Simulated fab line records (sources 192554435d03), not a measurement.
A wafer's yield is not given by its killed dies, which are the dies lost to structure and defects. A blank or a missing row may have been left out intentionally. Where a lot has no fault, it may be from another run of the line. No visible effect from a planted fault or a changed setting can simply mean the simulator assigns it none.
2 desks looking at one fault || flow n5Finfet || each desk has only its own numbers; what lay behind them comes last

THE TOOL OWNER'S DESK: rieMetal-01
The tool's own readings at N5_MIM_TOP_ETCH_ETCH_00 (etches TiN in Cl2/BCl3, target depth 38.5 nm): means of the sampled wafers that have a number, for each lot that ran on this tool. If a lot's mean is further than 4 standard deviations from the usual mean, the lot is out of limits and carries the mark OUT (the distance appears in the brackets).
Columns: A = drypumpMotorCurrentA at N5_MIM_TOP_ETCH_ETCH_00, usual 5.7 A; B = heBacksideLeakSccm at N5_MIM_TOP_ETCH_ETCH_00, usual 3.4 sccm; C = mfcCl2Sccm at N5_MIM_TOP_ETCH_ETCH_00, usual 53.23 sccm; D = oesProductAu at N5_MIM_TOP_ETCH_ETCH_00, usual 0.83 a.u.; E = rfFwdPowerW at N5_MIM_TOP_ETCH_ETCH_00, usual 994 W; F = throttleValvePct at N5_MIM_TOP_ETCH_ETCH_00, usual 22.53 %
{"lot": "L567", "first seen here": "day 13 12:37", "A": 6.1, "B": 3.3, "C": 53.40, "D": 0.67, "E": 995, "F": 22.61}
{"lot": "L572", "first seen here": "day 14 19:45", "A": 6.0, "B": 3.4, "C": 53.21, "D": 0.67, "E": 995, "F": 22.61}
{"lot": "L576", "first seen here": "day 16 09:22", "A": 6.1, "B": 3.3, "C": "55.37 (+13) OUT", "D": 0.88, "E": 995, "F": 22.66}
{"lot": "L580", "first seen here": "day 17 03:58", "A": 6.1, "B": 3.5, "C": "55.14 (+11) OUT", "D": 0.86, "E": 1000, "F": 22.66}
This desk finds L576, L580 out of limits, L576 being first, at day 16 09:22 (mfcCl2Sccm at N5_MIM_TOP_ETCH_ETCH_00). Within limits: L567, L572.

FROM THE METROLOGY DESK
What the gauges read, lot by lot, whatever tool the lot ran on: means of the sampled wafers that have a number. If a lot's mean is further than 4 standard deviations from the usual mean, the lot is out of limits and carries the mark OUT (the distance appears in the brackets).
Columns: A = MIM_TOP_OVL at N5_MIM_TOP_LITHO_OVL_MEAS_11, usual -1 nm; B = cdNm at N5_MIM_BOT_LITHO_CD_MEAS_08, usual 3000.6 nm
{"lot": "L565", "first seen here": "day 13 00:28", "A": 6, "B": 2999.0}
{"lot": "L566", "first seen here": "day 13 00:38", "A": -2, "B": 2997.1}
{"lot": "L567", "first seen here": "day 13 12:29", "A": 3, "B": 3002.0}
{"lot": "L569", "first seen here": "day 13 14:19", "A": -2, "B": 3000.3}
{"lot": "L571", "first seen here": "day 13 22:48", "A": -7, "B": 3000.5}
{"lot": "L572", "first seen here": "day 14 19:37", "A": -8, "B": 3002.6}
{"lot": "L576", "first seen here": "day 16 09:14", "A": -1, "B": 3001.1}
{"lot": "L580", "first seen here": "day 17 03:44", "A": 8, "B": 2998.5}
{"lot": "L583", "first seen here": "day 18 00:42", "A": -1, "B": 3001.7}
{"lot": "L582", "first seen here": "day 18 04:47", "A": 14, "B": 3000.6}
{"lot": "L584", "first seen here": "day 18 11:55", "A": 2, "B": 2999.8}
Result from this desk: across the 11 lots, nothing is out of limits.

BROUGHT TOGETHER
On L576, L580, at day 16 09:22, an alarm was possible from the tool owner's desk.
Metrology desk: nothing out of limits seen.
The metrology desk holds a record of L576, L580, inside its limits.
The lots listed all ran N5_MIM_TOP_ETCH_ETCH_00 on rieMetal-01.

WHAT WAS PUT IN BY THE SIMULATOR
rieMetal-01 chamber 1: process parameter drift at N5_MIM_TOP_ETCH_ETCH_00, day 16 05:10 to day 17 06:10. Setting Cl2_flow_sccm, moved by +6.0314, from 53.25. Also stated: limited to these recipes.
Struck lots among those shown: L576, L580.
How many hours passed from the start of the fault until each desk's first out-of-limits reading: the tool owner's desk, 4.
